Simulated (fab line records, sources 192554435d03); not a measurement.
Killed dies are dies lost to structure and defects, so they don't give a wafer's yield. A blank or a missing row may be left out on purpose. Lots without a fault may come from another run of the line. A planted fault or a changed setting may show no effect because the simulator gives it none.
Chamber matching | flow n5_finfet | N5_MOL_CONTACT_COAG_ALD_133 on ald_sin-04: 4 sister chambers
The step deposits SiO2, target thk 5 nm, pulse time 1 s, co reactant pulse time 1 s. 4 wafers are shown with their chamber, then 7 later ones without.

WAFERS WITH THEIR CHAMBER
wafer  | chamber | heater_power_w (W)
L080.2 | 3       | 70
L084.6 | 1       | 76
L086.2 | 2       | 94
L086.3 | 0       | 71

WAFERS WITHOUT THEIR CHAMBER
wafer  | heater_power_w (W)
L086.5 | 70
L088.1 | 73
L088.3 | 93
L088.5 | 73
L093.2 | 73
L093.4 | 77
L093.5 | 93

WHICH CHAMBER EACH WENT THROUGH
wafer  | from the rows above          | in truth
L086.5 | can't be placed: 3 or 0      | 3
L088.1 | can't be placed: 0 or 1 or 3 | 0
L088.3 | 2                            | 2
L088.5 | can't be placed: 0 or 1 or 3 | 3
L093.2 | can't be placed: 0 or 1 or 3 | 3
L093.4 | 1                            | 1
L093.5 | 2                            | 2
Placed correctly: 3 of 7. Can't be placed from these rows: 4 (the true chamber is among the candidates in 4). Placed wrongly: 0.
How it was worked out, from the rows above alone: a wafer's distance from a chamber is the root of the sum, over the readings, of the square of ((its reading less the chamber's mean) divided by the reading's scatter). The wafer belongs to the nearest chamber; if the next one is less than 2 further off, it can't be placed. A chamber's mean is the mean of its shown wafers. The scatter: with one shown wafer a chamber, the root of the mean of the squares of how far each hidden wafer lies from its nearest shown one.
